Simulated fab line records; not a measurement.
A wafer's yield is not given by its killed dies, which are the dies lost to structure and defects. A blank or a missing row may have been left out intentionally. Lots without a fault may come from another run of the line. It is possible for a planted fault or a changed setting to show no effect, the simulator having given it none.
The tool behind it: which one?	flow n5-finfet	Sampling: 18 lots, 54 wafers, 6 of 1938 route steps

## WHAT THE GAUGES READ, wafer by wafer
Not one reading of a measure or inspect step in the record can be checked against a usual standard deviation.

## WHICH TOOL RAN EACH LOT (tool, then ch and the chambers of the sampled wafers, then the start)
lot	N5_MOL_CONTACT_COAG_ETCH_48	N5_BEOL_M0_SAQP_HM_DEP_02	N5_BEOL_M0_SAQP_ETCH_101	N5_BEOL_M0_SAQP_STRIP_108	N5_BEOL_M0_SAQP_ETCH_88	N5_BEOL_M0_CUTY_DESCUM_61
L075	rie-diel-02 ch 0,2,3, day 5 09:46	pvd-sputter-03, day 5 16:04	rie-diel-05 ch 1,3, day 5 19:06	rie-diel-03 ch 0,2,3, day 5 19:52	rie-diel-03 ch 1,3, day 5 21:31	rie-diel-02 ch 0,2, day 5 22:46
L076	rie-diel-02 ch 0,2, day 5 18:33	pvd-sputter-01, day 6 01:07	rie-diel-03 ch 2,3, day 6 03:44	rie-diel-06 ch 0,1,2, day 6 04:29	rie-diel-05 ch 2,3, day 6 05:55	rie-diel-04 ch 1,3, day 6 07:42
L077	rie-diel-01 ch 0,2,3, day 6 01:38	pvd-sputter-02, day 6 07:08	rie-diel-03 ch 1,2,3, day 6 09:47	rie-diel-03 ch 1,2,3, day 6 10:44	rie-diel-03 ch 1,3, day 6 12:10	rie-diel-04 ch 1,2,3, day 6 13:45
L079	rie-diel-04 ch 2,3, day 6 12:28	pvd-sputter-02, day 6 17:14	rie-diel-06 ch 0,2,3, day 6 19:37	rie-diel-05 ch 0,1, day 6 20:23	rie-diel-05 ch 0,1,3, day 6 21:54	rie-diel-01 ch 0,2, day 6 23:08
L080	rie-diel-02 ch 0,2,3, day 6 16:37	pvd-sputter-02, day 6 21:48	rie-diel-03 ch 1,2,3, day 7 00:11	rie-diel-03 ch 1,3, day 7 00:57	rie-diel-03 ch 1,2, day 7 02:23	rie-diel-02 ch 1,2, day 7 04:28
L081	rie-diel-04 ch 0,1, day 6 23:02	pvd-sputter-02, day 7 03:55	rie-diel-03 ch 2,3, day 7 06:22	rie-diel-03 ch 1,2,3, day 7 07:08	rie-diel-03 ch 1,2,3, day 7 08:33	rie-diel-02 ch 1,2,3, day 7 10:19
L082	rie-diel-02 ch 0,2,3, day 7 09:44	pvd-sputter-02, day 7 15:37	rie-diel-05 ch 0,1,2, day 7 18:33	rie-diel-05 ch 2,3, day 7 19:19	rie-diel-05 ch 0,2,3, day 7 23:55	rie-diel-02 ch 0,2,3, day 8 01:33
L083	rie-diel-04 ch 0,1,3, day 7 10:22	pvd-sputter-02, day 7 17:26	rie-diel-05 ch 0,1,3, day 7 21:16	rie-diel-05 ch 1,2,3, day 7 22:02	rie-diel-05 ch 0,1,3, day 8 00:58	rie-diel-01 ch 0,1,3, day 8 02:20
L084	rie-diel-04 ch 2,3, day 8 00:02	pvd-sputter-01, day 8 04:41	rie-diel-05 ch 0,2,3, day 8 07:11	rie-diel-03 ch 0,1,2, day 8 08:02	rie-diel-05 ch 0,1,3, day 8 09:34	rie-diel-04 ch 0,1, day 8 10:48
L086	rie-diel-01 ch 0,2,3, day 8 03:56	pvd-sputter-03, day 8 11:53	rie-diel-06 ch 1,3, day 8 15:07	rie-diel-06 ch 1,3, day 8 15:53	rie-diel-05 ch 2,3, day 8 17:32	rie-diel-04 ch 0,2,3, day 8 18:47
L087	rie-diel-02 ch 2,3, day 8 09:42	pvd-sputter-03, day 8 14:14	rie-diel-05 ch 0,2, day 8 17:20	rie-diel-05 ch 2,3, day 8 18:07	rie-diel-06 ch 0,1,3, day 8 19:39	rie-diel-02 ch 0,3, day 8 21:06
L088	rie-diel-01 ch 0,1,2, day 8 18:07	pvd-sputter-03, day 9 00:32	rie-diel-03 ch 0,1,2, day 9 03:26	rie-diel-03 ch 0,1,2, day 9 04:28	rie-diel-03 ch 0,1,3, day 9 07:04	rie-diel-02 ch 0,1,2, day 9 08:28
L090	rie-diel-01 ch 0,2,3, day 9 04:20	pvd-sputter-02, day 9 09:27	rie-diel-05 ch 0,1,3, day 9 11:50	rie-diel-06 ch 0,1,3, day 9 12:36	rie-diel-06 ch 0,3, day 9 15:53	rie-diel-02 ch 1,2,3, day 9 17:34
L091	rie-diel-01 ch 1,2,3, day 9 11:08	pvd-sputter-02, day 9 16:13	rie-diel-03 ch 0,1,2, day 9 18:38	rie-diel-03 ch 0,1,2, day 9 19:23	rie-diel-06 ch 2,3, day 9 21:07	rie-diel-02 ch 0,1,3, day 9 22:30
L092	rie-diel-02 ch 0,1,3, day 9 14:07	pvd-sputter-03, day 9 19:49	rie-diel-06 ch 1,2,3, day 10 00:14	rie-diel-03 ch 0,1, day 10 01:01	rie-diel-05 ch 0,2,3, day 10 02:56	rie-diel-01 ch 0,1,2, day 10 04:27
L093	rie-diel-01 ch 1,2,3, day 9 23:25	pvd-sputter-01, day 10 05:00	rie-diel-05 ch 0,2, day 10 07:35	rie-diel-03 ch 0,2,3, day 10 08:21	rie-diel-03 ch 0,1,2, day 10 09:53	rie-diel-01 ch 1,2,3, day 10 11:15
L096	rie-diel-01 ch 0,2,3, day 10 18:50	pvd-sputter-02, day 11 00:12	rie-diel-03 ch 0,1, day 11 03:10	rie-diel-03 ch 1,2,3, day 11 03:56	rie-diel-03 ch 0,2,3, day 11 05:28	rie-diel-02 ch 1,2,3, day 11 06:44
L097	rie-diel-02 ch 1,3, day 11 04:44	pvd-sputter-01, day 11 10:21	rie-diel-05 ch 0,1,2, day 11 14:03	rie-diel-03 ch 0,2, day 11 14:49	rie-diel-06 ch 0,2,3, day 11 16:28	rie-diel-01 ch 1,2, day 11 18:06
- N5_MOL_CONTACT_COAG_ETCH_48: etches SiOC in C4F6/O2, target depth 15 nm, overetch 4.5 nm, time 17 s.
- N5_BEOL_M0_SAQP_HM_DEP_02: deposits TiN, target thk 12 nm.
- N5_BEOL_M0_SAQP_ETCH_101: etches SiNx in CH3F/O2, target depth 29.9 nm, time 42.7 s.
- N5_BEOL_M0_SAQP_STRIP_108: strips in N2/H2.
- N5_BEOL_M0_SAQP_ETCH_88: etches underlayer in N2/H2, target depth 6.5 nm, time 5.2 s.
- N5_BEOL_M0_CUTY_DESCUM_61: chemistry O2, time 7.9 s.

## WHAT THE TOOLS THEMSELVES READ (means of the sampled wafers that have a number; where no wafer has one, the mark that the record gives instead)
N5_MOL_CONTACT_COAG_ETCH_48. Usual: drypump-motor-current-A 5.6 A, standard deviation 0.43; oes-product-au 0.66 a.u., standard deviation 0.063; rf-vpp-V 1593 V, standard deviation 49; showerhead-plenum-p-Torr 2.83 Torr, standard deviation 0.1; throttle-valve-pct 40.6 %, standard deviation 0.72.
lot	tool	drypump-motor-current-A (A)	oes-product-au (a.u.)	rf-vpp-V (V)	showerhead-plenum-p-Torr (Torr)	throttle-valve-pct (%)	flag
L075	rie-diel-02	5.6	0.74	1604	2.88	40.8	
L076	rie-diel-02	5.9	0.71	1591	2.92	41.3	
L077	rie-diel-01	5.7	0.69	1570	2.77	40.2	
L079	rie-diel-04	5.0	0.72	1536	2.92	40.6	
L080	rie-diel-02	5.6	0.74	1604	2.87	40.8	
L081	rie-diel-04	5.7	0.64	1621	2.83	41.0	
L082	rie-diel-02	5.6	0.66	1604	2.87	40.8	
L083	rie-diel-04	5.7	0.63	1604	2.84	40.5	
L084	rie-diel-04	5.1	0.75	1536	2.92	40.6	
L086	rie-diel-01	5.7	0.67	1570	2.77	40.3	
L087	rie-diel-02	5.2	0.70	1583	2.92	41.0	
L088	rie-diel-01	5.9	0.67	1560	2.77	40.0	
L090	rie-diel-01	5.8	0.66	1569	2.76	40.3	
L091	rie-diel-01	5.6	0.65	1610	2.78	40.3	
L092	rie-diel-02	5.4	0.61	1625	2.81	40.6	
L093	rie-diel-01	5.6	0.62	1610	2.78	40.3	
L096	rie-diel-01	5.7	0.62	1569	2.76	40.3	
L097	rie-diel-02	5.0	0.65	1603	2.86	40.8	

N5_BEOL_M0_SAQP_HM_DEP_02. Usual: chamber-pressure-pa 0.5001 Pa, standard deviation 0.00096; throttle-valve-pct 30.1 %, standard deviation 0.98.
lot	tool	chamber-pressure-pa (Pa)	throttle-valve-pct (%)	flag
L075	pvd-sputter-03	0.4990	30.5	
L076	pvd-sputter-01	0.4995	29.4	
L077	pvd-sputter-02	0.5000	30.3	
L079	pvd-sputter-02	0.4995	30.3	
L080	pvd-sputter-02	0.4996	28.7	
L081	pvd-sputter-02	0.5002	28.8	
L082	pvd-sputter-02	0.4998	30.6	
L083	pvd-sputter-02	0.4991	30.0	
L084	pvd-sputter-01	0.5008	30.0	
L086	pvd-sputter-03	0.5010	30.3	
L087	pvd-sputter-03	0.4996	30.8	
L088	pvd-sputter-03	0.5000	30.6	
L090	pvd-sputter-02	0.5005	29.4	
L091	pvd-sputter-02	0.4995	29.2	
L092	pvd-sputter-03	0.5000	30.5	
L093	pvd-sputter-01	0.5013	29.2	
L096	pvd-sputter-02	0.5008	29.8	
L097	pvd-sputter-01	0.4997	30.4	

N5_BEOL_M0_SAQP_ETCH_101. Usual: drypump-motor-current-A 5.77 A, standard deviation 0.28; oes-product-au 0.79 a.u., standard deviation 0.081; rf-vpp-V 297 V, standard deviation 6.6; showerhead-plenum-p-Torr 1.98 Torr, standard deviation 0.065; throttle-valve-pct 16.39 %, standard deviation 0.19.
lot	tool	drypump-motor-current-A (A)	oes-product-au (a.u.)	rf-vpp-V (V)	showerhead-plenum-p-Torr (Torr)	throttle-valve-pct (%)	flag
L075	rie-diel-05	5.88	0.82	304	2.06	16.43	
L076	rie-diel-03	5.83	0.76	295	1.92	16.49	
L077	rie-diel-03	5.90	0.76	292	1.95	16.41	
L079	rie-diel-06	5.59	0.80	299	1.92	16.30	
L080	rie-diel-03	5.89	0.75	293	1.95	16.43	
L081	rie-diel-03	5.94	0.73	291	1.92	16.49	
L082	rie-diel-05	5.53	0.81	299	2.04	16.45	
L083	rie-diel-05	5.76	0.86	302	2.05	16.43	
L084	rie-diel-05	5.60	0.83	299	2.03	16.55	
L086	rie-diel-06	5.72	0.76	293	1.89	16.21	
L087	rie-diel-05	5.45	0.88	297	2.03	16.54	
L088	rie-diel-03	6.13	0.79	294	1.95	16.30	
L090	rie-diel-05	5.74	0.84	303	2.04	16.45	
L091	rie-diel-03	6.13	0.78	294	1.95	16.31	
L092	rie-diel-06	5.62	0.84	297	1.98	16.23	
L093	rie-diel-05	5.39	0.78	295	2.02	16.60	
L096	rie-diel-03	6.11	0.80	295	1.97	16.28	
L097	rie-diel-05	5.52	0.78	299	2.03	16.50	

N5_BEOL_M0_SAQP_STRIP_108. Usual: drypump-motor-current-A 5.85 A, standard deviation 0.28; h2-flow-sccm 299.8 sccm, standard deviation 1; oes-product-au 0.78 a.u., standard deviation 0.078; power-w 499.9 W, standard deviation 1.4; rf-vpp-V 121.5 V, standard deviation 0.93; showerhead-plenum-p-Torr 3.29 Torr, standard deviation 0.094; throttle-valve-pct 18.9 %, standard deviation 0.31.
lot	tool	drypump-motor-current-A (A)	h2-flow-sccm (sccm)	oes-product-au (a.u.)	power-w (W)	rf-vpp-V (V)	showerhead-plenum-p-Torr (Torr)	throttle-valve-pct (%)	flag
L075	rie-diel-03	6.06	299.7	0.72	499.9	121.6	3.24	18.9	
L076	rie-diel-06	5.53	300.8	0.78	498.8	121.2	3.25	19.2	
L077	rie-diel-03	5.92	300.2	0.75	499.6	121.3	3.28	18.9	
L079	rie-diel-05	5.60	300.3	0.93	500.1	122.4	3.47	18.9	
L080	rie-diel-03	5.81	299.7	0.77	500.4	121.9	3.29	19.1	
L081	rie-diel-03	5.95	299.7	0.74	500.7	121.9	3.28	18.9	
L082	rie-diel-05	5.56	301.0	0.76	499.3	122.8	3.35	18.8	
L083	rie-diel-05	5.68	299.7	0.77	499.6	122.7	3.41	18.9	
L084	rie-diel-03	6.16	299.3	0.79	500.0	121.6	3.29	18.8	
L086	rie-diel-06	5.80	300.6	0.77	499.1	121.2	3.22	18.8	
L087	rie-diel-05	5.55	300.1	0.76	501.2	122.3	3.34	18.8	
L088	rie-diel-03	6.17	300.0	0.77	499.8	121.7	3.29	18.8	
L090	rie-diel-06	5.72	300.1	0.79	499.9	121.6	3.24	19.0	
L091	rie-diel-03	6.17	299.7	0.79	501.5	121.2	3.28	18.8	
L092	rie-diel-03	6.26	300.0	0.83	499.4	121.5	3.31	18.8	
L093	rie-diel-03	6.07	299.9	0.77	499.6	121.6	3.23	18.8	
L096	rie-diel-03	5.91	299.0	0.72	501.3	121.5	3.26	19.0	
L097	rie-diel-03	6.17	300.9	0.74	500.0	120.6	3.22	18.6	

N5_BEOL_M0_SAQP_ETCH_88. Usual: drypump-motor-current-A 5.75 A, standard deviation 0.26; etch-rf-on-time-s 5.19 s, standard deviation 0.21; h2-flow-sccm 200.0 sccm, standard deviation 0.58; oes-product-au 0.68 a.u., standard deviation 0.071; rf-vpp-V 523.0 V, standard deviation 2.7; showerhead-plenum-p-Torr 2.51 Torr, standard deviation 0.091; throttle-valve-pct 17.89 %, standard deviation 0.2.
lot	tool	drypump-motor-current-A (A)	etch-rf-on-time-s (s)	h2-flow-sccm (sccm)	oes-product-au (a.u.)	rf-vpp-V (V)	showerhead-plenum-p-Torr (Torr)	throttle-valve-pct (%)	flag
L075	rie-diel-03	5.79	5.25	199.7	0.67	522.8	2.49	18.05	
L076	rie-diel-05	5.54	5.53	200.7	0.64	524.9	2.54	17.81	
L077	rie-diel-03	5.78	5.19	199.5	0.66	520.8	2.49	18.06	
L079	rie-diel-05	5.76	5.14	199.6	0.74	525.9	2.63	18.01	
L080	rie-diel-03	6.01	5.00	199.9	0.64	521.8	2.47	17.83	
L081	rie-diel-03	5.92	5.14	199.9	0.64	521.2	2.48	17.95	
L082	rie-diel-05	5.62	5.34	199.3	0.71	525.8	2.57	17.98	
L083	rie-diel-05	5.74	5.13	200.1	0.74	526.4	2.62	18.02	
L084	rie-diel-05	5.73	5.10	200.5	0.74	526.5	2.62	18.03	
L086	rie-diel-05	5.55	5.62	200.1	0.62	522.7	2.53	17.84	
L087	rie-diel-06	5.70	5.15	200.0	0.68	521.2	2.45	17.77	
L088	rie-diel-03	6.03	5.26	199.8	0.69	522.6	2.49	17.92	
L090	rie-diel-06	5.66	5.25	200.0	0.71	521.2	2.46	17.70	
L091	rie-diel-06	5.69	4.95	199.2	0.73	524.2	2.53	17.77	
L092	rie-diel-05	5.60	5.35	200.0	0.68	524.3	2.57	18.02	
L093	rie-diel-03	6.16	5.11	199.9	0.67	522.1	2.48	17.81	
L096	rie-diel-03	6.05	5.21	200.3	0.65	522.0	2.44	17.87	
L097	rie-diel-06	5.60	5.08	200.0	0.73	525.3	2.54	17.78	

N5_BEOL_M0_CUTY_DESCUM_61. Usual: drypump-motor-current-A 5.6 A, standard deviation 0.44; o2-flow-sccm 225.0 sccm, standard deviation 0.66; oes-product-au 0.78 a.u., standard deviation 0.052; rf-vpp-V 243.0 V, standard deviation 1.3; showerhead-plenum-p-Torr 2.09 Torr, standard deviation 0.067; throttle-valve-pct 20.40 %, standard deviation 0.19.
lot	tool	drypump-motor-current-A (A)	o2-flow-sccm (sccm)	oes-product-au (a.u.)	rf-vpp-V (V)	showerhead-plenum-p-Torr (Torr)	throttle-valve-pct (%)	flag
L075	rie-diel-02	6.0	225.6	0.80	242.4	2.06	20.21	
L076	rie-diel-04	5.7	225.4	0.75	244.4	2.16	20.42	
L077	rie-diel-04	5.4	225.0	0.82	244.3	2.14	20.42	
L079	rie-diel-01	6.0	224.6	0.77	242.2	2.07	20.52	
L080	rie-diel-02	5.6	225.5	0.78	243.9	2.14	20.19	
L081	rie-diel-02	5.3	225.0	0.80	244.9	2.14	20.37	
L082	rie-diel-02	5.6	225.4	0.81	243.7	2.11	20.36	
L083	rie-diel-01	5.8	224.4	0.77	241.8	2.03	20.49	
L084	rie-diel-04	5.7	224.6	0.75	242.1	2.08	20.53	
L086	rie-diel-04	5.3	225.1	0.78	242.9	2.10	20.42	
L087	rie-diel-02	5.3	225.2	0.82	243.3	2.10	20.55	
L088	rie-diel-02	5.7	225.1	0.77	243.3	2.08	20.26	
L090	rie-diel-02	5.3	225.1	0.79	243.4	2.14	20.39	
L091	rie-diel-02	5.4	224.5	0.79	242.5	2.08	20.45	
L092	rie-diel-01	5.8	225.3	0.77	241.6	2.05	20.40	
L093	rie-diel-01	5.6	225.3	0.77	241.9	2.05	20.40	
L096	rie-diel-02	5.3	224.9	0.77	244.3	2.13	20.42	
L097	rie-diel-01	5.7	224.8	0.77	242.7	2.08	20.30	

## THE ANSWER, worked out from the rows above alone
Rule: take the mean of a lot's wafers that have a number; if it is more than 3 standard deviations from the usual mean, the lot is off. Also off: a lot with no number at a reading for which 4 or more lots have one. Where the step has rows for the other lots, those lots are counted as sound. Order of review: gauges by route order, followed by the tools' own readings, for which a lot's mean as printed above is used. The first step at which some lot is off is used, and at that step the reading that is off furthest; a lot without a number counts as furthest.
No lot is off on any of the readings shown, so nothing can be concluded from this.

## WHAT THE SIMULATOR PUT IN
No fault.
